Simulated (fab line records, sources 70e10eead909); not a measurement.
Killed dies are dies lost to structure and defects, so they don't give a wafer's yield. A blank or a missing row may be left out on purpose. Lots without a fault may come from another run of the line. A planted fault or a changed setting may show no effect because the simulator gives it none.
fab line records | flow nand_harc | part 2 of 2: steps 5 to 6 of 6
record lots=22 wafers=66 last_day=24
route steps=1159 shown A_CONTACT@902 A_BLC@979
lots that met no fault: from a run of the same line without faults
start_h: hours from the record's first day to the start of the lot's first wafer shown | wait_h: hours since the lot's step before | " the same as in the row above | L1.1+2: a row that stands for several wafers | - no value, or no start given | * or withheld: withheld | < > ~ a bound
route shown NAME@n: a module of which the file shows steps, and the number in the route of the first | usual: mean/standard deviation of fault-free wafers | same: alike in all rows | chamber/n: place in a boat | sites: the reading at each site | _std_site: their standard deviation | _edge_site: outer sites' mean less inner sites' | radius_mm: how far each site lies from the wafer's centre | mask NAME#n: copy n | behind: the tool/chamber that last shaped the wafer | hold: why the lot was held/for how many hours/how that ended | device: the transistor (n, p or np) that didn't switch | end of line: the same wafers' tests at the end of the route | a step without rows: its recipe alone | killed: dies lost to structure and defects at the first sort, not the wafer's yield | map: a wafer's dies, x killed, . not, _ none there
set.NAME: the setting as run; set.NAME@STEP: as run at that earlier step | model.NAME: the simulator's own value behind a step, which no gauge read
steps of the route over a sample of lots; a table a step, a row a wafer
services: from which hour (start_h, from the record's first day; less than 0 if before it) a tool's chamber was out of use, for how many hours, and why
## steps
# step NHARC_A_CONTACT_ETCH_30
# recipe target_depth_a=605 time_s=30.2 cf4_flow_sccm=100 chf3_flow_sccm=30 ar_flow_sccm=0 rf_w=500 bias_w=200 chemistry=CF4/CHF3
# usual cf4_flow_sccm=100.0/0.33 drypump_motor_current_A=5.9/0.5 oes_product_au=0.936/0.019 rf_vpp_V=369.7/2.5 showerhead_plenum_p_Torr=1.55/0.074 throttle_valve_pct=16.803/0.009
# same time_s=30.2
# columns lot.wafer tool chamber start_h wait_h cf4_flow_sccm drypump_motor_current_A oes_product_au rf_hours_counter_h rf_vpp_V showerhead_plenum_p_Torr throttle_valve_pct
L075.3 rie_diel-08 0 - - 99.5 5.8 0.920 31 366.0 1.47 16.783
L075.1 " 1 " " 99.5 6.5 0.932 31 367.9 1.47 16.804
L075.6 " 3 " " 100.2 6.0 0.916 - 368.6 1.54 16.816
L074.2 rie_diel-12 1 - - 100.3 5.9 0.933 0 369.3 1.54 16.807
L074.3 " 3 " " 100.1 6.3 0.950 0 365.7 1.47 16.813
L074.5 " 3 " " 100.2 6.3 0.956 - 367.4 1.47 16.803
L077.3 rie_diel-12 3 - - 99.8 6.3 0.982 1 367.4 1.47 16.799
L077.5 " 2 " " 100.3 5.4 0.948 - 370.5 1.58 16.799
L077.6 " 3 " " 99.4 6.3 0.972 - 367.7 1.47 16.810
L078.4 rie_diel-12 0 - - 99.8 6.6 0.944 2 370.5 1.55 16.812
L078.1 " 3 " " 100.0 6.3 0.963 2 367.7 1.47 16.803
L078.5 " 1 " " 100.5 5.9 0.950 - 370.7 1.54 16.798
L076.2 rie_diel-05 2 - - 99.8 6.3 0.916 23 373.8 1.68 16.809
L076.4 " 3 " " 100.0 4.8 0.929 22 369.5 1.52 16.793
L076.3 " 1 " " 100.0 6.0 0.937 20 367.7 1.51 16.803
L080.2 rie_diel-05 2 - - 99.9 6.3 0.970 24 375.0 1.68 16.811
L080.4 " 0 " " 100.2 5.9 0.954 21 367.1 1.47 16.819
L080.5 " 3 " " 100.2 4.8 0.965 - 369.4 1.52 16.812
L081.2 rie_diel-05 3 - - 100.3 4.8 0.927 29 368.9 1.52 16.804
L081.6 " 2 " " 100.3 6.3 0.917 - 372.5 1.68 16.804
L081.5 " 3 " " 99.6 4.8 0.933 - 367.4 1.52 16.795
L084.1 rie_diel-05 2 - - 99.9 6.3 0.922 33 373.2 1.68 16.790
L084.6 " 0 " " 99.5 5.9 0.921 - 365.5 1.47 16.792
L084.5 " 1 " " 100.0 6.0 0.948 - 367.6 1.50 16.810
L082.1 rie_diel-12 3 - - 100.2 6.3 0.937 8 367.5 1.47 16.799
L082.4 " 0 " " 100.2 6.6 0.916 9 368.2 1.55 16.808
L082.5 " 2 " " 100.0 5.4 0.917 - 370.7 1.58 16.807
L083.1 rie_diel-05 0 - - 100.6 5.9 0.913 32 367.2 1.47 16.794
L083.3 " 2 " " 99.9 6.3 0.923 35 374.5 1.68 16.799
L083.5 " 0 " " 100.3 5.9 0.916 - 367.8 1.47 16.801
L087.3 rie_diel-12 3 - - 100.1 6.3 0.969 13 366.4 1.47 16.822
L087.1 " 0 " " 100.2 6.6 0.969 14 369.4 1.55 16.805
L087.5 " 2 " " 99.6 5.4 0.930 - 369.4 1.57 16.800
L085.3 rie_diel-08 2 - - 100.1 6.0 0.916 55 374.1 1.69 16.804
L085.1 " 0 " " 100.3 5.8 0.918 55 367.5 1.47 16.810
L085.5 " 3 " " 100.0 6.0 0.915 - 369.2 1.53 16.804
L088.4 rie_diel-12 2 - - 100.3 5.4 0.912 15 369.7 1.57 16.818
L088.1 " 3 " " 100.0 6.3 0.928 16 367.0 1.47 16.795
L088.5 " 2 " " 99.9 5.4 0.907 - 370.1 1.57 16.807
L089.4 rie_diel-12 3 - - 100.2 6.3 0.932 17 367.3 1.47 16.805
L089.3 " 1 " " 100.1 5.9 0.928 13 369.6 1.54 16.797
L089.5 " 2 " " 100.6 5.4 0.913 - 370.9 1.57 16.809
L090.1 rie_diel-08 1 - - 99.7 6.5 0.944 56 365.0 1.47 16.800
L090.3 " 3 " " 99.6 6.0 0.915 61 369.1 1.53 16.803
L090.5 " 1 " " 100.3 6.5 0.946 - 366.4 1.47 16.807
L091.1 rie_diel-05 2 - - 99.8 6.3 0.927 45 373.4 1.67 16.809
L091.3 " 0 " " 100.5 5.9 0.918 38 367.9 1.47 16.814
L091.6 " 2 " " 100.5 6.3 0.935 - 373.3 1.67 16.777
L094.1 rie_diel-05 2 - - 99.6 6.3 0.926 51 372.5 1.67 16.811
L094.3 " 3 " " 100.0 4.8 0.908 52 369.9 1.51 16.818
L094.6 " 1 " " 100.7 5.9 0.952 - 368.4 1.50 16.803
L092.2 rie_diel-05 2 - - 100.1 6.3 0.935 52 374.5 1.67 16.824
L092.1 " 3 " " 100.1 4.8 0.932 53 368.8 1.51 16.812
L092.6 " 2 " " 100.1 6.3 0.933 - 372.8 1.67 16.808
L093.4 rie_diel-12 0 - - 100.1 6.6 0.918 22 369.6 1.55 16.803
L093.3 " 1 " " 99.9 5.9 0.934 18 369.3 1.54 16.804
L093.6 " 1 " " 99.4 5.9 0.922 - 369.4 1.54 16.807
L096.2 rie_diel-12 1 - - 100.0 6.0 0.984 19 369.7 1.54 16.809
L096.1 " 2 " " 100.0 5.4 0.953 22 372.6 1.57 16.797
L096.5 " 2 " " 99.7 5.4 0.946 - 371.5 1.57 16.780
L095.4 rie_diel-08 1 - - 100.1 6.4 0.962 9 368.2 1.47 16.807
L095.6 " 0 " " 100.4 5.8 0.957 - 375.1 1.70 16.816
L095.5 " 1 " " 99.9 6.5 0.976 - 369.5 1.47 16.807
L097.1 rie_diel-08 2 - - 99.5 6.0 0.934 18 373.9 1.68 16.807
L097.2 " 3 " " 99.8 6.0 0.950 19 370.6 1.53 16.807
L097.5 " 1 " " 100.5 6.5 0.932 - 367.6 1.46 16.804
# step NHARC_A_BLC_ETCH_17
# recipe target_depth_a=3900 over_etch_frac=0.25 time_s=609.38 ion_energy_ev=200 n2_flow_sccm=150 h2_flow_sccm=150 ar_flow_sccm=0 rf_w=400 bias_w=150 chemistry=N2/H2
# usual drypump_motor_current_A=5.7/0.42 oes_product_au=1.000/0.015 rf_vpp_V=430.2/2.5 showerhead_plenum_p_Torr=2.02/0.085 throttle_valve_pct=14.171/0.0096
# same time_s=609.38
# columns lot.wafer tool chamber start_h wait_h drypump_motor_current_A oes_product_au rf_hours_counter_h rf_vpp_V showerhead_plenum_p_Torr throttle_valve_pct
L075.3 rie_diel-13 0 - - 6.0 1.000 9 426.5 1.88 14.173
L075.1 " 2 " " 6.5 0.987 9 427.2 1.91 14.171
L075.6 " 3 " " 5.9 0.998 - 428.9 1.99 14.175
L074.3 rie_diel-02 3 - - 4.9 1.010 25 431.0 2.07 14.174
L074.2 " 1 " " 5.7 0.995 23 431.5 2.06 14.176
L074.5 " 2 " " 5.7 1.012 - 426.0 1.92 14.154
L077.3 rie_diel-02 1 - - 5.7 0.993 24 431.4 2.05 14.175
L077.5 " 0 " " 6.3 0.988 - 430.6 1.98 14.180
L077.6 " 1 " " 5.7 0.982 - 429.8 2.05 14.187
L078.1 rie_diel-03 0 - - 5.8 1.008 0 432.8 2.11 14.167
L078.4 " 2 " " 5.6 0.970 0 431.6 2.09 14.191
L078.5 " 3 " " 5.6 1.007 - 432.1 2.01 14.150
L076.2 rie_diel-03 1 - - 5.0 0.997 1 431.0 2.02 14.158
L076.3 " 2 " " 5.6 0.968 1 433.3 2.09 14.173
L076.4 " 0 " " 5.9 1.009 2 431.5 2.11 14.175
L080.4 rie_diel-13 1 - - 6.2 0.986 10 433.7 2.19 14.174
L080.2 " 3 " " 5.9 1.001 10 427.8 1.99 14.164
L080.5 " 1 " " 6.3 0.994 - 434.5 2.19 14.167
L081.2 rie_diel-02 0 - - 6.3 0.999 35 428.1 1.98 14.167
L081.6 " 1 " " 5.7 0.981 - 431.2 2.05 14.168
L081.5 " 2 " " 5.7 1.020 - 427.1 1.92 14.150
L084.1 rie_diel-13 1 - - 6.2 0.990 12 434.5 2.19 14.165
L084.6 " 3 " " 5.9 0.991 - 429.1 1.99 14.174
L084.5 " 0 " " 6.0 1.007 - 426.4 1.88 14.167
L082.4 rie_diel-03 3 - - 5.6 1.016 6 429.5 2.00 14.172
L082.1 " 0 " " 5.8 0.997 6 434.2 2.11 14.158
L082.5 " 0 " " 5.9 1.003 - 431.2 2.11 14.163
L083.3 rie_diel-03 2 - - 5.6 0.967 7 431.2 2.09 14.178
L083.1 " 1 " " 5.0 1.012 7 430.4 2.02 14.159
L083.5 " 2 " " 5.6 0.966 - 432.5 2.09 14.163
L087.1 rie_diel-03 0 - - 5.8 1.011 7 431.2 2.11 14.199
L087.3 " 1 " " 4.9 1.014 7 430.3 2.02 14.170
L087.5 " 3 " " 5.6 1.021 - 429.6 2.00 14.153
L085.1 rie_diel-03 3 - - 5.6 1.015 8 429.4 2.00 14.169
L085.3 " 0 " " 5.9 1.011 7 434.3 2.11 14.181
L085.5 " 1 " " 4.9 1.001 - 430.5 2.02 14.158
L088.1 rie_diel-13 0 - - 6.0 1.005 1 425.5 1.88 14.164
L088.4 " 1 " " 6.3 1.010 - 434.3 2.19 14.165
L088.5 " 3 " " 5.9 0.989 - 430.1 1.99 14.163
L089.4 rie_diel-03 0 - - 5.9 0.997 10 432.1 2.11 14.148
L089.3 " 3 " " 5.6 1.020 10 427.6 2.00 14.195
L089.5 " 1 " " 4.9 1.004 - 429.8 2.02 14.177
L090.1 rie_diel-13 2 - - 6.5 1.007 1 425.8 1.91 14.164
L090.3 " 3 " " 5.9 0.991 2 429.4 1.99 14.160
L090.5 " 0 " " 6.0 1.014 - 426.6 1.88 14.156
L091.1 rie_diel-03 2 - - 5.7 0.971 12 432.1 2.09 14.163
L091.3 " 0 " " 5.9 0.996 11 432.3 2.11 14.189
L091.6 " 2 " " 5.6 0.976 - 431.7 2.09 14.167
L094.3 rie_diel-13 2 - - 6.5 0.985 3 426.6 1.90 14.176
L094.1 " 0 " " 6.0 1.012 4 426.1 1.88 14.159
L094.6 " 2 " " 6.5 0.990 - 425.9 1.90 14.163
L092.1 rie_diel-13 3 - - 5.9 0.992 4 428.9 1.99 14.169
L092.2 " 2 " " 6.5 0.996 3 427.4 1.90 14.161
L092.6 " 3 " " 5.9 0.984 - 430.9 1.99 14.168
L093.4 rie_diel-03 0 - - 5.9 1.000 11 432.1 2.11 14.155
L093.3 " 1 " " 5.0 1.001 12 429.4 2.02 14.176
L093.6 " 3 " " 5.6 1.019 - 430.8 2.00 14.179
L096.2 rie_diel-03 3 - - 5.6 1.017 13 430.7 2.00 14.181
L096.1 " 0 " " 5.9 1.002 13 432.9 2.11 14.170
L096.5 " 3 " " 5.6 1.014 - 428.1 2.00 14.186
L095.4 rie_diel-13 3 - - 5.9 0.992 6 429.7 1.98 14.173
L095.5 " 2 " " 6.5 0.998 - 426.7 1.90 14.152
L095.6 " 3 " " 5.9 0.994 - 428.1 1.98 14.172
L097.2 rie_diel-03 0 - - 5.9 0.996 15 432.5 2.11 14.163
L097.1 " 3 " " 5.6 1.011 15 430.5 2.00 14.174
L097.5 " 0 " " 5.9 1.000 - 432.1 2.11 14.185
## services
# columns tool chamber start_h hours kind
rie_diel-12 0 358.79 - clean
rie_diel-12 1 358.79 - clean
rie_diel-12 2 358.79 - clean
rie_diel-12 3 358.79 - clean
rie_diel-12 3 367.26 4.9 repair
rie_diel-12 - 379.64 9.0 pm
rie_diel-03 0 387.72 3.5 repair
rie_diel-03 - 392.44 9.0 pm
rie_diel-08 1 393.69 15.0 repair
rie_diel-02 2 411.14 4.3 repair
rie_diel-05 1 439.54 9.8 repair
rie_diel-12 1 441.76 11.6 repair
rie_diel-05 0 452.51 7.6 repair
rie_diel-05 - 452.60 2.0 repair
rie_diel-13 - 453.00 9.0 pm
rie_diel-02 3 456.78 6.1 repair
rie_diel-13 2 470.62 8.9 repair
rie_diel-12 0 478.21 5.0 repair
rie_diel-02 0 478.37 8.8 repair
rie_diel-08 - 479.57 9.0 pm
rie_diel-02 - 505.73 9.0 pm
rie_diel-05 3 508.06 6.2 repair
rie_diel-05 - 517.75 9.0 pm
rie_diel-02 2 524.68 1.9 repair
